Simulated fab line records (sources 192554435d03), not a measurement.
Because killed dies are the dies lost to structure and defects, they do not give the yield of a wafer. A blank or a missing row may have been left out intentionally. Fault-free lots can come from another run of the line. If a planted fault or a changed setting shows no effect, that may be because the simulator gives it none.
Code-filled problem report in 8D (eight disciplines) form || flow n5Finfet || the parts of the form that need people (team, actions taken, sign-off) are left out

1. THE ISSUE
Wafers without a fault read 64.5 s, standard deviation 1.5; etchRfOnTimeS at N5_BEOL_M10_ETCH_61 reads a mean of 40.8 s on 2 wafers belonging to 2 lots. That is -16 standard deviations from the usual mean.
The step: etches SiARC in CF4, target depth 39 nm, time 65 s.
First seen on wafer L808.5, day 13 02:25, on rieDiel-01. At this step, 17 wafers from 6 lots have a number in the record. Rule for "out", or "out of limits": more than 4 standard deviations from the usual mean. All remaining wafers that have a number are taken as sound.

2. WHAT IT IS, AND WHAT IT ISN'T
{"question": "which readings at this step", "is": "etchRfOnTimeS, oesProductAu", "is not": "drypumpMotorCurrentA, rfVppV, showerheadPlenumPTorr, throttleValvePct"}
{"question": "which lots", "is": "L808, L809", "is not": "L801, L802, L804, L823"}
{"question": "which wafers of those lots", "is": "L808.5, L809.3", "is not": "L808.2, L808.4, L809.6"}
{"question": "read on which tools", "is": "rieDiel-01", "is not": "rieDiel-03, rieDiel-04"}
{"question": "when", "is": "from day 13 02:25", "is not": "up to then (11 sound wafers); but 4 sound wafers of L809, L823 came after"}

3. WHAT RULES OUT EACH SUSPECT
Counting: if a tool at a process step up to the reading ran every lot that is out, it stays a suspect. Sound lots after the first of them don't rule it out here, since some wafers of a struck lot are sound.
- rieDiel-01 at N5_BEOL_M10_DESCUM_16 (chemistry O2, time 7.9 s): kept. Ran every lot that is out, first one L808 (day 13 02:23); last sound lot up to then L801 (day 11 01:01).
- rieDiel-01 at N5_BEOL_M10_ETCH_61 (etches SiARC in CF4, target depth 39 nm, time 65 s): kept. Ran every lot that is out, first one L808 (day 13 02:25); last sound lot up to then L801 (day 11 01:04). Its own readings are out on those wafers: etchRfOnTimeS, oesProductAu.
- Within rieDiel-01 at N5_BEOL_M10_DESCUM_16: the wafers that are out ran in chambers 2, 3; their sound lot-mates ran in chamber 0.
- Within rieDiel-01 at N5_BEOL_M10_ETCH_61: the wafers that are out ran in chambers 2, 3; their sound lot-mates ran in chamber 0.
After counting, rieDiel-01 at N5_BEOL_M10_DESCUM_16 and rieDiel-01 at N5_BEOL_M10_ETCH_61 remain.

4. THE CAUSE (what the simulator had put in)
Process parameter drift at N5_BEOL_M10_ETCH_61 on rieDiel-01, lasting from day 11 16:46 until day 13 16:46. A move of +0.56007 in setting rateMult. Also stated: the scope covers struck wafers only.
This tool is one of the 2 suspects left after counting.

5. THE CHAIN OF EFFECTS, in route order
One row per reading whose mean, taken over the struck wafers that have a number, lies over 3 standard deviations from the usual. Scope: only readings with a usual standard deviation given in the record; hours: median across lots of the time from each lot's start at the first step in this table that gives one to its start at this step; sigmas: change in usual standard deviations.
{"hours": 0, "step": "N5_BEOL_M10_ETCH_61", "reading": "etchRfOnTimeS", "usual": "64.5 s", "on struck wafers": 40.8, "change": -23.8, "sigmas": -16}
{"hours": 0, "step": "N5_BEOL_M10_ETCH_61", "reading": "oesProductAu", "usual": "0.70 a.u.", "on struck wafers": 1.00, "change": "+0.30", "sigmas": "+5.9"}
The process steps in it:
- N5_BEOL_M10_ETCH_61: etches SiARC in CF4, target depth 39 nm, time 65 s.

6. HOW IT WOULD HAVE BEEN CAUGHT EARLIER
The fault began at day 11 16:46; the first out-of-limits reading in this record came at day 13 02:25, 34 hours later.
